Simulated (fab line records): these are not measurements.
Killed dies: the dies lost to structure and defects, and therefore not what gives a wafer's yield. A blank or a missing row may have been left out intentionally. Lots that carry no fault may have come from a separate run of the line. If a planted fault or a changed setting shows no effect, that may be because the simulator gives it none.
fab line records	flow n5Finfet
[record] lots = 5	wafers = 15	lastDay = 15
route steps=1938 shown BEOL_M14@1722
lots that met no fault: taken from a fault-free run of the same line
startH: hours from the record's first day to the start of the lot's first wafer shown	waitH: time in hours since the lot's previous step	" unchanged from the row above	L1.1+2: one row covering several wafers at once	- either no value or no given start	* or withheld: withheld	< > ~ a bound
route shown NAME@n: names a module that has steps shown in the file, with the first one's number in the route	usual: average and standard deviation across the fault-free wafers	same: alike in all rows	chamber/n: place in a boat	sites: readings site by site	_std_site: the values' standard deviation	_edge_site: inner sites' mean taken away from outer sites' mean	radiusMm: how far each site lies from the wafer's centre	mask NAME#n: copy n	behind: the last tool/chamber to shape the wafer	hold: the reason the lot was held/the length of the hold in hours/how it ended	device: names the non-switching transistor (n, p or np)	end of line: the tests these same wafers got at the end of their route	step lacking rows: just its recipe	killed: the dies lost at the first sort to structure and to defects; this is not the yield of the wafer	map: dies across one wafer; x = killed, . = not, _ = none there
set.NAME: the setting the step ran with; set.NAME@STEP: the setting that earlier step ran with	model.NAME: the simulator's own value behind a step, which no gauge read
lots at selected steps of the route; one table per step, one row per wafer
services: the hour from which a tool's chamber was out of use, counted from the record's first day as startH (under 0 if before that day), plus the number of hours and why
[[steps]]
[step N5_BEOL_M14_EXPOSE_07]
[recipe] maskId = V13	na = 0.8	sourceShape = annular	sigmaInner = 0.5	sigmaOuter = 0.8	polarization = unpolarized	attpsmPhaseDeg = 180	doseMj = 57
[usual] exposureDoseMJCm2 = 56.96/0.074
[same] sigmaInner = 0.5
lot.wafer	tool	chamber	startH	waitH	mask	exposureDoseMJCm2
L077.4	krfScanner-01	0	249.00	-	V13#0	57.03
L077.5	"	0	"	"	V13#0	57.05
L077.6	"	0	"	"	V13#0	57.06
L079.1	krfScanner-01	0	262.34	-	V13#0	57.15
L079.2	"	0	"	"	V13#0	57.14
L079.4	"	0	"	"	V13#0	57.08
L084.2	krfScanner-01	0	301.64	-	V13#0	57.04
L084.4	"	0	"	"	V13#0	57.00
L084.6	"	0	"	"	V13#0	56.93
L086.1	krfScanner-02	0	317.44	-	V13#0	56.87
L086.3	"	0	"	"	V13#0	56.92
L086.6	"	0	"	"	V13#0	56.86
L087.2	krfScanner-01	0	331.42	-	V13#0	56.97
L087.3	"	0	"	"	V13#0	56.99
L087.6	"	0	"	"	V13#0	56.99
[step N5_BEOL_M14_PEB_08]
[recipe] pebTempC = 130	pebTimeS = 90
[usual] plateTempC = 129.97/0.13	resistLineTempC = 22.99/0.13
lot.wafer	tool	chamber	startH	waitH	plateTempC	resistLineTempC
L077.4	lithoTrack-04	0	249.05	0.0	129.98	23.20
L077.5	"	0	"	"	129.98	23.06
L077.6	"	0	"	"	129.97	23.23
L079.1	lithoTrack-03	0	262.40	0.1	130.10	23.11
L079.2	"	0	"	"	129.99	23.07
L079.4	"	0	"	"	129.99	22.96
L084.2	lithoTrack-04	0	301.70	0.0	129.98	22.77
L084.4	"	0	"	"	130.08	22.74
L084.6	"	0	"	"	130.07	22.89
L086.1	lithoTrack-04	0	317.50	0.1	130.05	22.99
L086.3	"	0	"	"	130.06	23.09
L086.6	"	0	"	"	129.96	23.13
L087.2	lithoTrack-04	0	331.47	0.0	129.94	22.83
L087.3	"	0	"	"	129.82	22.90
L087.6	"	0	"	"	130.00	22.97
[step N5_BEOL_M14_DEVELOP_09]
[recipe] developTimeS = 45	rinseLiquid = diw	dry = airSpin	devTempC = 21
[usual] resistLineTempC = 22.99/0.098
[same] developTimeS = 45
lot.wafer	tool	chamber	startH	waitH	resistLineTempC
L077.4	lithoTrack-04	0	-	-	22.99
L077.5	"	0	"	"	23.10
L077.6	"	0	"	"	22.96
L079.1	lithoTrack-03	0	-	-	23.10
L079.2	"	0	"	"	22.96
L079.4	"	0	"	"	22.94
L084.2	lithoTrack-04	0	-	-	22.94
L084.4	"	0	"	"	22.99
L084.6	"	0	"	"	22.83
L086.1	lithoTrack-04	0	-	-	22.94
L086.3	"	0	"	"	22.93
L086.6	"	0	"	"	23.05
L087.2	lithoTrack-04	0	-	-	22.90
L087.3	"	0	"	"	23.02
L087.6	"	0	"	"	22.93
[step N5_BEOL_M14_HARDBAKE_14]
[recipe] tempC = 130	timeS = 120
[usual] plateTempC = 130.00/0.14	resistLineTempC = 23.01/0.11
lot.wafer	tool	chamber	startH	waitH	plateTempC	resistLineTempC
L077.4	lithoTrack-04	0	-	-	130.05	22.99
L077.5	"	0	"	"	129.88	23.13
L077.6	"	0	"	"	130.16	22.99
L079.1	lithoTrack-03	0	-	-	129.82	23.10
L079.2	"	0	"	"	129.87	23.02
L079.4	"	0	"	"	130.16	23.12
L084.2	lithoTrack-04	0	-	-	129.91	23.10
L084.4	"	0	"	"	130.03	23.00
L084.6	"	0	"	"	129.93	23.02
L086.1	lithoTrack-04	0	-	-	129.93	22.96
L086.3	"	0	"	"	129.92	22.85
L086.6	"	0	"	"	130.05	22.85
L087.2	lithoTrack-04	0	-	-	129.95	22.97
L087.3	"	0	"	"	130.01	22.87
L087.6	"	0	"	"	129.92	23.01
[step N5_BEOL_M14_CD_MEAS_10]
[recipe] targetCdNm = 250	landingEnergyEv = 500	detector = seInlens	polarity = opening
[usual] cdNm = 249.2/1.6
lot.wafer	tool	chamber	startH	waitH	cdNm
L077.4	cdSem-01	0	249.16	-	249.6
L077.5	"	0	"	"	250.3
L077.6	"	0	"	"	249.1
L079.1	cdSem-03	0	262.51	-	250.1
L079.2	"	0	"	"	250.8
L079.4	"	0	"	"	251.8
L084.2	cdSem-03	0	301.81	-	247.7
L084.4	"	0	"	"	249.9
L084.6	"	0	"	"	248.1
L086.1	cdSem-02	0	317.61	-	250.9
L086.3	"	0	"	"	247.9
L086.6	"	0	"	"	247.1
L087.2	cdSem-01	0	331.59	-	248.8
L087.3	"	0	"	"	249.5
L087.6	"	0	"	"	248.3
[step N5_BEOL_M14_OVL_MEAS_11]
[recipe] pointsPerWafer = 44
[usual] V13_OVL = 0/5.4
lot.wafer	tool	chamber	startH	waitH	V13_OVL[nm]
L077.4	overlay-02	0	249.19	0.0	1
L077.5	"	0	"	"	11
L077.6	"	0	"	"	7
L079.1	overlay-02	0	262.54	0.0	-6
L079.2	"	0	"	"	7
L079.4	"	0	"	"	7
L084.2	overlay-01	0	301.84	0.0	5
L084.4	"	0	"	"	3
L084.6	"	0	"	"	3
L086.1	overlay-01	0	317.65	0.0	7
L086.3	"	0	"	"	0
L086.6	"	0	"	"	-2
L087.2	overlay-02	0	331.62	0.0	2
L087.3	"	0	"	"	5
L087.6	"	0	"	"	1
[step N5_BEOL_M14_INSPECT_12]
[recipe] mode = adi	inspectInstrument = macro
[usual] rawDefectCount = 2.0/1.3
lot.wafer	tool	chamber	startH	waitH	rawDefectCount
L077.4	defectInspect-01	-	249.21	0.0	3
L077.5	"	-	"	"	1
L077.6	"	-	"	"	4
L079.1	defectInspect-01	-	262.56	0.0	1
L079.2	"	-	"	"	2
L079.4	"	-	"	"	2
L084.2	defectInspect-01	-	301.86	0.0	3
L084.4	"	-	"	"	1
L084.6	"	-	"	"	3
L086.1	defectInspect-02	-	317.67	0.0	4
L086.3	"	-	"	"	4
L086.6	"	-	"	"	4
L087.2	defectInspect-02	-	331.64	0.0	4
L087.3	"	-	"	"	4
L087.6	"	-	"	"	2
[step N5_BEOL_M14_DESCUM_15]
[recipe] chemistry = O2	timeS = 7.9	sourcePowerW = 50	biasPowerW = 20	pressureMtorr = 20	rfFrequencyHz = 2.712e+07	tempC = 40	o2FlowSccm = 225
[usual] chamberPressureMTorr = 19.999/0.02	drypumpMotorCurrentA = 5.6/0.56	oesProductAu = 0.83/0.079	rfVppV = 243.3/1.5	showerheadPlenumPTorr = 2.11/0.084	throttleValvePct = 20.28/0.29
lot.wafer	tool	chamber	startH	waitH	chamberPressureMTorr	drypumpMotorCurrentA	oesProductAu	rfHoursCounterH	rfVppV	showerheadPlenumPTorr	throttleValvePct
L077.4	rieDiel-06	2	249.30	0.1	20.005	6.4	0.69	246	240.4	1.99	21.12
L077.5	"	3	"	"	19.952	6.6	0.69	-	243.7	2.18	20.88
L077.6	"	0	"	"	20.012	5.0	0.86	-	243.3	2.21	20.11
L079.1	rieDiel-06	3	262.71	0.1	19.946	6.6	0.69	240	244.5	2.18	20.88
L079.2	"	1	"	"	19.993	5.1	0.92	8	240.1	2.05	20.05
L079.4	"	0	"	"	19.981	5.0	0.86	78	244.3	2.21	20.12
L084.2	rieDiel-06	1	301.90	0.0	19.999	5.1	0.88	24	242.2	2.04	20.07
L084.4	"	2	"	"	20.044	6.4	1.00	-	245.7	2.25	20.84
L084.6	"	0	"	"	20.014	5.0	0.83	-	245.0	2.21	20.15
L086.1	rieDiel-06	3	317.70	0.0	20.018	6.6	1.04	0	245.0	2.17	20.49
L086.3	"	1	"	"	20.002	5.1	0.87	31	242.1	2.04	20.09
L086.6	"	1	"	"	20.009	5.1	0.87	-	242.6	2.04	20.07
L087.2	rieDiel-06	1	331.67	0.0	19.999	5.1	0.86	35	243.4	2.04	20.09
L087.3	"	2	"	"	19.976	6.4	0.94	13	246.6	2.25	20.85
L087.6	"	3	"	"	19.988	6.6	1.00	-	244.3	2.17	20.50
[step N5_BEOL_M14_ETCH_59]
[recipe] chemistry = N2/H2	target = BARC	targetDepthA = 890	overetchA = 267	timeS = 67.9	ionEnergyEv = 200	pressureMtorr = 30	sourceW = 840	biasW = 150	n2FlowSccm = 200	h2FlowSccm = 200
[usual] chamberPressureMTorr = 30.002/0.029	drypumpMotorCurrentA = 5.6/0.56	oesProductAu = 0.70/0.062	rfVppV = 524.2/2.6	showerheadPlenumPTorr = 2.55/0.092	throttleValvePct = 17.65/0.25
lot.wafer	tool	chamber	startH	waitH	chamberPressureMTorr	drypumpMotorCurrentA	oesProductAu	rfHoursCounterH	rfVppV	showerheadPlenumPTorr	throttleValvePct
L077.4	rieDiel-06	2	249.33	0.0	29.954	6.5	0.59	246	519.9	2.39	18.38
L077.5	"	3	"	"	29.970	6.7	0.59	-	524.2	2.59	18.02
L077.6	"	0	"	"	30.005	5.0	0.73	-	526.9	2.69	17.51
L079.1	rieDiel-06	3	262.75	0.0	29.998	6.7	0.60	240	526.2	2.59	18.03
L079.2	"	1	"	"	29.982	5.1	0.78	8	522.5	2.49	17.43
L079.4	"	0	"	"	30.004	5.0	0.72	78	528.8	2.69	17.55
L084.2	rieDiel-06	1	301.93	0.0	29.952	5.1	0.74	24	522.5	2.49	17.46
L084.4	"	2	"	"	30.028	6.5	0.85	-	529.2	2.71	18.01
L084.6	"	0	"	"	30.020	5.0	0.71	-	526.7	2.68	17.55
L086.1	rieDiel-06	3	317.74	0.0	30.005	6.7	0.86	0	525.9	2.58	17.59
L086.3	"	1	"	"	29.980	5.1	0.74	31	520.9	2.48	17.49
L086.6	"	1	"	"	30.033	5.1	0.73	-	523.7	2.48	17.47
L087.2	rieDiel-06	1	331.71	0.0	30.016	5.1	0.73	35	522.4	2.48	17.49
L087.3	"	2	"	"	30.013	6.4	0.79	13	528.4	2.70	18.02
L087.6	"	3	"	"	30.011	6.6	0.83	-	525.8	2.58	17.60
[step N5_BEOL_M14_VIA_ETCH_16]
[recipe] chemistry = C4F8/O2/Ar	target = SiO2	heInnerTorr = 15	heOuterTorr = 30	targetDepthA = 12313	timeS = withheld	ionEnergyEv = 800	pressureMtorr = 20	sourceW = 1905	biasW = 2040	Ar_flow_sccm = 400	C4F8_flow_sccm = 16	O2_flow_sccm = 12	ends = cleared
[usual] chamberPressureMTorr = 19.999/0.019	drypumpMotorCurrentA = 5.6/0.56	mfcArSccm = 400.2/1.2	oesProductAu = 0.74/0.071	rfVppV = 2219/48	showerheadPlenumPTorr = 3.46/0.11	throttleValvePct = 30.7/0.37
lot.wafer	tool	chamber	startH	waitH	chamberPressureMTorr	drypumpMotorCurrentA	mfcArSccm	oesProductAu	rfVppV	showerheadPlenumPTorr	throttleValvePct
L077.4	rieDiel-06	2	249.38	0.0	19.992	6.4	401.0	0.62	2138	3.28	31.6
L077.5	"	3	"	"	20.004	6.6	398.7	0.62	2245	3.50	30.9
L077.6	"	0	"	"	19.975	5.0	401.3	0.78	2272	3.62	30.5
L079.1	rieDiel-06	3	262.80	0.0	19.975	6.7	400.4	0.62	2244	3.50	30.9
L079.2	"	1	"	"	20.035	5.1	398.9	0.85	2169	3.37	30.5
L079.4	"	0	"	"	20.017	5.0	399.2	0.78	2270	3.62	30.5
L084.2	rieDiel-06	1	301.98	0.0	19.986	5.1	400.9	0.80	2169	3.36	30.5
L084.4	"	2	"	"	19.985	6.5	397.6	0.91	2170	3.68	31.5
L084.6	"	0	"	"	19.991	5.0	399.6	0.76	2272	3.61	30.5
L086.1	rieDiel-06	3	317.79	0.0	19.983	6.7	399.8	0.93	2244	3.49	30.6
L086.3	"	1	"	"	19.994	5.1	399.7	0.80	2170	3.36	30.5
L086.6	"	1	"	"	20.005	5.1	401.4	0.79	2169	3.36	30.5
L087.2	rieDiel-06	1	331.76	0.0	19.980	5.1	399.8	0.79	2169	3.36	30.5
L087.3	"	2	"	"	20.038	6.4	401.6	0.84	2171	3.67	31.5
L087.6	"	3	"	"	20.001	6.6	398.6	0.90	2243	3.49	30.6
[step N5_BEOL_M14_STRIP_63]
[recipe] chemistry = O2	powerW = 600	tempC = 60	pressureMtorr = 30	rfFrequencyHz = 6e+07	biasPowerW = 0	overashFraction = 0.3	o2FlowSccm = 225
[usual] chamberPressureMTorr = 30.00/0.049	drypumpMotorCurrentA = 5.6/0.56	oesProductAu = 0.83/0.08	rfVppV = 3.6/0.84	showerheadPlenumPTorr = 2.12/0.084	throttleValvePct = 16.51/0.26
lot.wafer	tool	chamber	startH	waitH	chamberPressureMTorr	drypumpMotorCurrentA	oesProductAu	rfHoursCounterH	rfVppV	showerheadPlenumPTorr	throttleValvePct
L077.4	rieDiel-06	2	-	-	30.03	6.5	0.70	246	2.7	1.99	17.34
L077.5	"	3	"	"	29.88	6.6	0.70	-	2.9	2.18	17.11
L077.6	"	0	"	"	29.96	5.0	0.87	-	2.8	2.22	16.36
L079.1	rieDiel-06	3	-	-	29.92	6.6	0.68	240	3.8	2.18	17.13
L079.2	"	1	"	"	29.91	5.1	0.92	9	3.6	2.05	16.29
L079.4	"	0	"	"	29.96	5.0	0.86	78	4.4	2.22	16.36
L084.2	rieDiel-06	1	-	-	30.00	5.1	0.88	24	5.4	2.05	16.31
L084.4	"	2	"	"	30.01	6.4	1.00	-	5.0	2.26	16.93
L084.6	"	0	"	"	30.01	5.0	0.84	-	2.8	2.21	16.39
L086.1	rieDiel-06	3	-	-	30.02	6.7	1.03	1	4.3	2.18	16.65
L086.3	"	1	"	"	29.92	5.1	0.87	31	4.0	2.05	16.28
L086.6	"	1	"	"	29.99	5.1	0.88	-	2.9	2.05	16.34
L087.2	rieDiel-06	1	-	-	29.97	5.1	0.86	36	3.7	2.04	16.32
L087.3	"	2	"	"	30.02	6.4	0.94	13	3.1	2.25	16.98
L087.6	"	3	"	"	29.96	6.7	1.01	-	3.1	2.17	16.65
[step N5_BEOL_M14_STRIP_64]
[recipe] chemistry = O2	powerW = 600	tempC = 60	pressureMtorr = 30	rfFrequencyHz = 6e+07	biasPowerW = 0	overashFraction = 0.3	o2FlowSccm = 225
[usual] chamberPressureMTorr = 30.000/0.028	drypumpMotorCurrentA = 5.6/0.56	oesProductAu = 0.83/0.079	rfVppV = 3.6/0.46	showerheadPlenumPTorr = 2.12/0.084	throttleValvePct = 16.51/0.27
lot.wafer	tool	chamber	startH	waitH	chamberPressureMTorr	drypumpMotorCurrentA	oesProductAu	rfHoursCounterH	rfVppV	showerheadPlenumPTorr	throttleValvePct
L077.4	rieDiel-06	2	-	-	30.004	6.5	0.69	246	3.5	1.99	17.35
L077.5	"	3	"	"	29.984	6.6	0.69	-	4.2	2.18	17.11
L077.6	"	0	"	"	30.023	4.9	0.87	-	3.6	2.22	16.36
L079.1	rieDiel-06	3	-	-	30.016	6.6	0.69	240	4.4	2.18	17.13
L079.2	"	1	"	"	30.000	5.2	0.93	9	3.1	2.05	16.27
L079.4	"	0	"	"	29.994	5.0	0.87	78	3.5	2.22	16.40
L084.2	rieDiel-06	1	-	-	29.958	5.1	0.89	24	3.6	2.05	16.32
L084.4	"	2	"	"	29.957	6.4	1.02	-	4.6	2.26	16.95
L084.6	"	0	"	"	30.013	5.0	0.84	-	3.7	2.21	16.41
L086.1	rieDiel-06	3	-	-	30.024	6.6	1.04	1	4.3	2.18	16.68
L086.3	"	1	"	"	30.003	5.1	0.87	31	3.7	2.04	16.34
L086.6	"	1	"	"	30.017	5.1	0.87	-	3.7	2.05	16.32
L087.2	rieDiel-06	1	-	-	29.983	5.1	0.87	36	3.0	2.04	16.33
L087.3	"	2	"	"	30.039	6.4	0.95	13	4.6	2.25	16.97
L087.6	"	3	"	"	29.995	6.6	1.00	-	3.1	2.17	16.67
[step N5_BEOL_M14_STRIP_71]
[recipe] chemistry = postEtchResidueRemover	timeS = 60	tempC = 25	removerPh = withheld	removerWaterWtPct = withheld	removerFluorideWtPct = withheld
lot.wafer	tool	chamber	startH	waitH
L077.4+5+6	wetBench-05	4,3,2	249.67	-
L079.1+2+4	wetBench-06	4,2,5	263.09	-
L084.2+4+6	wetBench-06	3,7,2	302.27	-
L086.1+3+6	wetBench-06	4,3,5	318.08	-
L087.2+3+6	wetBench-01	6,7,3	332.05	-
[step N5_BEOL_M14_SRD_72]
[recipe] timeS = 30	tempC = 23	rinseLiquid = diw	dry = n2Spin	spinRpm = 1500	dryTimeS = 30
[usual] spinRpm = 1499.9/0.82
lot.wafer	tool	chamber	startH	waitH	spinRpm
L077.4	wetBench-05	4	249.69	0.0	1499.9
L077.5	"	3	"	"	1499.7
L077.6	"	2	"	"	1499.4
L079.1	wetBench-06	4	263.11	0.0	1499.7
L079.2	"	2	"	"	1498.7
L079.4	"	5	"	"	1499.0
L084.2	wetBench-06	3	302.29	0.0	1501.4
L084.4	"	7	"	"	1499.2
L084.6	"	2	"	"	1500.0
L086.1	wetBench-06	4	318.10	0.0	1499.4
L086.3	"	3	"	"	1499.8
L086.6	"	5	"	"	1500.1
L087.2	wetBench-01	6	332.07	0.0	1500.2
L087.3	"	7	"	"	1499.8
L087.6	"	3	"	"	1500.5
[step N5_BEOL_M14_CD_MEAS_17]
[recipe] targetCdNm = 250	polarity = opening
[usual] cdNm = 250.4/2
lot.wafer	tool	chamber	startH	waitH	cdNm
L077.4	cdSem-01	-	249.74	0.0	251.8
L077.5	"	-	"	"	247.1
L077.6	"	-	"	"	249.5
L079.1	cdSem-02	-	263.15	0.0	247.6
L079.2	"	-	"	"	253.1
L079.4	"	-	"	"	252.4
L084.2	cdSem-03	-	302.33	0.0	250.2
L084.4	"	-	"	"	253.4
L084.6	"	-	"	"	250.7
L086.1	cdSem-01	-	318.14	0.0	251.2
L086.3	"	-	"	"	250.9
L086.6	"	-	"	"	249.4
L087.2	cdSem-01	-	332.11	0.0	250.7
L087.3	"	-	"	"	252.5
L087.6	"	-	"	"	248.0
[step N5_BEOL_M14_COAT_65]
[recipe] resist = SOC	tempC = 250	timeS = 60	spinRpm = 1500	resistThkNm = 450
[usual] plateTempC = 249.96/0.17	resistLineTempC = 22.98/0.11
lot.wafer	tool	chamber	startH	waitH	plateTempC	resistLineTempC
L077.4	lithoTrack-03	0	249.77	0.0	250.23	22.93
L077.5	"	0	"	"	249.88	22.87
L077.6	"	0	"	"	249.95	23.07
L079.1	lithoTrack-01	0	263.19	0.0	250.10	23.05
L079.2	"	0	"	"	249.93	22.78
L079.4	"	0	"	"	250.20	23.09
L084.2	lithoTrack-04	0	302.37	0.0	249.91	23.01
L084.4	"	0	"	"	249.75	22.99
L084.6	"	0	"	"	249.86	22.95
L086.1	lithoTrack-01	0	318.18	0.0	250.05	22.98
L086.3	"	0	"	"	249.80	23.05
L086.6	"	0	"	"	249.81	23.11
L087.2	lithoTrack-01	0	332.15	0.0	249.92	22.93
L087.3	"	0	"	"	249.76	23.07
L087.6	"	0	"	"	249.89	23.08
[step N5_BEOL_M14_COAT_66]
[recipe] resist = SiARC	tempC = 220	timeS = 60	spinRpm = 1500	resistThkNm = 110
[usual] plateTempC = 220.00/0.19	resistLineTempC = 22.99/0.11
lot.wafer	tool	chamber	startH	waitH	plateTempC	resistLineTempC
L077.4	lithoTrack-03	0	-	-	220.12	22.99
L077.5	"	0	"	"	219.98	22.99
L077.6	"	0	"	"	220.25	22.90
L079.1	lithoTrack-01	0	-	-	220.11	22.94
L079.2	"	0	"	"	219.88	23.05
L079.4	"	0	"	"	220.00	22.82
L084.2	lithoTrack-04	0	-	-	219.73	23.03
L084.4	"	0	"	"	219.82	22.97
L084.6	"	0	"	"	219.74	22.94
L086.1	lithoTrack-01	0	-	-	219.97	23.23
L086.3	"	0	"	"	219.77	23.11
L086.6	"	0	"	"	220.07	23.06
L087.2	lithoTrack-01	0	-	-	220.26	23.13
L087.3	"	0	"	"	219.85	23.05
L087.6	"	0	"	"	219.98	23.18
[step N5_BEOL_M14_COAT_22]
[recipe] spinRpm = 2888	resistThkNm = 300
[usual] resistLineTempC = 23.00/0.099
lot.wafer	tool	chamber	startH	waitH	resistLineTempC
L077.4	lithoTrack-03	0	-	-	23.05
L077.5	"	0	"	"	22.98
L077.6	"	0	"	"	23.09
L079.1	lithoTrack-01	0	-	-	22.97
L079.2	"	0	"	"	23.01
L079.4	"	0	"	"	23.08
L084.2	lithoTrack-04	0	-	-	23.05
L084.4	"	0	"	"	23.12
L084.6	"	0	"	"	22.97
L086.1	lithoTrack-01	0	-	-	22.96
L086.3	"	0	"	"	23.13
L086.6	"	0	"	"	22.92
L087.2	lithoTrack-01	0	-	-	23.08
L087.3	"	0	"	"	23.13
L087.6	"	0	"	"	23.09
[step N5_BEOL_M14_EBR_24]
[recipe] solvent = PGMEA	ebrWidthMm = 1.5
[usual] resistLineTempC = 23.01/0.11
lot.wafer	tool	chamber	startH	waitH	resistLineTempC
L077.4	lithoTrack-03	0	-	-	22.95
L077.5	"	0	"	"	23.09
L077.6	"	0	"	"	23.11
L079.1	lithoTrack-01	0	-	-	23.01
L079.2	"	0	"	"	23.06
L079.4	"	0	"	"	22.93
L084.2	lithoTrack-04	0	-	-	23.09
L084.4	"	0	"	"	22.75
L084.6	"	0	"	"	22.88
L086.1	lithoTrack-01	0	-	-	23.21
L086.3	"	0	"	"	23.06
L086.6	"	0	"	"	22.99
L087.2	lithoTrack-01	0	-	-	22.91
L087.3	"	0	"	"	23.05
L087.6	"	0	"	"	22.99
[step N5_BEOL_M14_SOFTBAKE_23]
[recipe] tempC = 130	timeS = 60
[usual] plateTempC = 129.98/0.14	resistLineTempC = 22.99/0.11
lot.wafer	tool	chamber	startH	waitH	plateTempC	resistLineTempC
L077.4	lithoTrack-03	0	-	-	129.91	22.89
L077.5	"	0	"	"	129.94	22.88
L077.6	"	0	"	"	129.75	23.08
L079.1	lithoTrack-01	0	-	-	130.06	22.84
L079.2	"	0	"	"	130.24	22.95
L079.4	"	0	"	"	129.90	22.92
L084.2	lithoTrack-04	0	-	-	129.78	23.15
L084.4	"	0	"	"	129.99	22.86
L084.6	"	0	"	"	129.83	23.03
L086.1	lithoTrack-01	0	-	-	130.15	23.16
L086.3	"	0	"	"	130.07	23.02
L086.6	"	0	"	"	129.92	23.07
L087.2	lithoTrack-01	0	-	-	129.96	22.91
L087.3	"	0	"	"	130.07	22.94
L087.6	"	0	"	"	130.09	23.14
[step N5_BEOL_M14_EXPOSE_25]
[recipe] maskId = M14	na = 0.8	sourceShape = annular	sigmaInner = 0.5	sigmaOuter = 0.8	polarization = unpolarized	targetCdNm = 280	doseMj = 26.6
[usual] exposureDoseMJCm2 = 26.574/0.027
[same] sigmaInner = 0.5
lot.wafer	tool	chamber	startH	waitH	mask	exposureDoseMJCm2
L077.4	krfScanner-01	0	250.03	-	M14#0	26.640
L077.5	"	0	"	"	M14#0	26.593
L077.6	"	0	"	"	M14#0	26.616
L079.1	krfScanner-02	0	263.31	-	M14#0	26.577
L079.2	"	0	"	"	M14#0	26.632
L079.4	"	0	"	"	M14#0	26.582
L084.2	krfScanner-02	0	302.49	-	M14#0	26.553
L084.4	"	0	"	"	M14#0	26.573
L084.6	"	0	"	"	M14#0	26.561
L086.1	krfScanner-02	0	318.42	-	M14#0	26.548
L086.3	"	0	"	"	M14#0	26.561
L086.6	"	0	"	"	M14#0	26.538
L087.2	krfScanner-01	0	332.39	-	M14#0	26.561
L087.3	"	0	"	"	M14#0	26.589
L087.6	"	0	"	"	M14#0	26.559
[step N5_BEOL_M14_PEB_26]
[recipe] pebTempC = 130	pebTimeS = 90
[usual] plateTempC = 129.97/0.12	resistLineTempC = 23.00/0.12
lot.wafer	tool	chamber	startH	waitH	plateTempC	resistLineTempC
L077.4	lithoTrack-04	0	250.07	0.0	130.15	22.94
L077.5	"	0	"	"	129.89	22.85
L077.6	"	0	"	"	129.81	23.06
L079.1	lithoTrack-04	0	263.37	0.1	129.98	22.98
L079.2	"	0	"	"	130.10	23.15
L079.4	"	0	"	"	129.95	23.15
L084.2	lithoTrack-03	0	302.54	0.0	130.01	22.84
L084.4	"	0	"	"	130.06	22.82
L084.6	"	0	"	"	130.19	22.86
L086.1	lithoTrack-01	0	318.48	0.1	129.84	23.06
L086.3	"	0	"	"	129.92	23.05
L086.6	"	0	"	"	129.82	23.03
L087.2	lithoTrack-03	0	332.45	0.0	130.05	22.91
L087.3	"	0	"	"	129.82	23.03
L087.6	"	0	"	"	129.97	22.75
[step N5_BEOL_M14_DEVELOP_27]
[recipe] developTimeS = 45	rinseLiquid = diw	dry = airSpin	devTempC = 21
[usual] resistLineTempC = 22.97/0.11
[same] developTimeS = 45
lot.wafer	tool	chamber	startH	waitH	resistLineTempC
L077.4	lithoTrack-04	0	-	-	23.06
L077.5	"	0	"	"	23.03
L077.6	"	0	"	"	23.04
L079.1	lithoTrack-04	0	-	-	22.91
L079.2	"	0	"	"	22.97
L079.4	"	0	"	"	23.06
L084.2	lithoTrack-03	0	-	-	22.84
L084.4	"	0	"	"	22.94
L084.6	"	0	"	"	22.97
L086.1	lithoTrack-01	0	-	-	22.97
L086.3	"	0	"	"	23.04
L086.6	"	0	"	"	22.84
L087.2	lithoTrack-03	0	-	-	23.05
L087.3	"	0	"	"	22.89
L087.6	"	0	"	"	23.05
[step N5_BEOL_M14_HARDBAKE_32]
[recipe] tempC = 130	timeS = 120
[usual] plateTempC = 130.01/0.14	resistLineTempC = 23.01/0.11
lot.wafer	tool	chamber	startH	waitH	plateTempC	resistLineTempC
L077.4	lithoTrack-04	0	-	-	129.78	23.07
L077.5	"	0	"	"	129.74	22.96
L077.6	"	0	"	"	129.98	23.15
L079.1	lithoTrack-04	0	-	-	130.10	22.98
L079.2	"	0	"	"	130.13	22.80
L079.4	"	0	"	"	130.20	22.80
L084.2	lithoTrack-03	0	-	-	129.97	22.93
L084.4	"	0	"	"	129.99	22.95
L084.6	"	0	"	"	129.69	22.93
L086.1	lithoTrack-01	0	-	-	130.11	23.11
L086.3	"	0	"	"	129.91	23.17
L086.6	"	0	"	"	130.09	23.19
L087.2	lithoTrack-03	0	-	-	130.13	23.02
L087.3	"	0	"	"	129.97	23.04
L087.6	"	0	"	"	130.12	23.04
[[services]]
tool	chamber	startH	hours	kind
krfScanner-01	-	234.87	1.3	pm
krfScanner-02	-	247.96	1.2	repair
krfScanner-01	0	252.53	-	calibration
krfScanner-02	-	269.99	0.8	pm
krfScanner-02	-	278.36	4.4	pm
rieDiel-06	2	280.14	-	clean
rieDiel-06	2	280.14	-	consumableReplace:focusRing
rieDiel-06	2	280.14	-	consumableReplace:showerhead
rieDiel-06	2	280.14	20.4	scheduledDown
rieDiel-06	2	280.14	20.4	ventCycle
krfScanner-01	-	287.41	0.8	pm
krfScanner-01	-	294.10	1.0	pm
rieDiel-06	3	300.71	-	clean
rieDiel-06	3	300.71	-	consumableReplace:focusRing
rieDiel-06	3	300.71	15.2	scheduledDown
rieDiel-06	3	300.71	15.2	ventCycle
wetBench-06	-	325.47	3.7	repair
krfScanner-02	0	327.65	-	calibration
krfScanner-02	-	330.73	1.0	pm
[[key]]
fault none
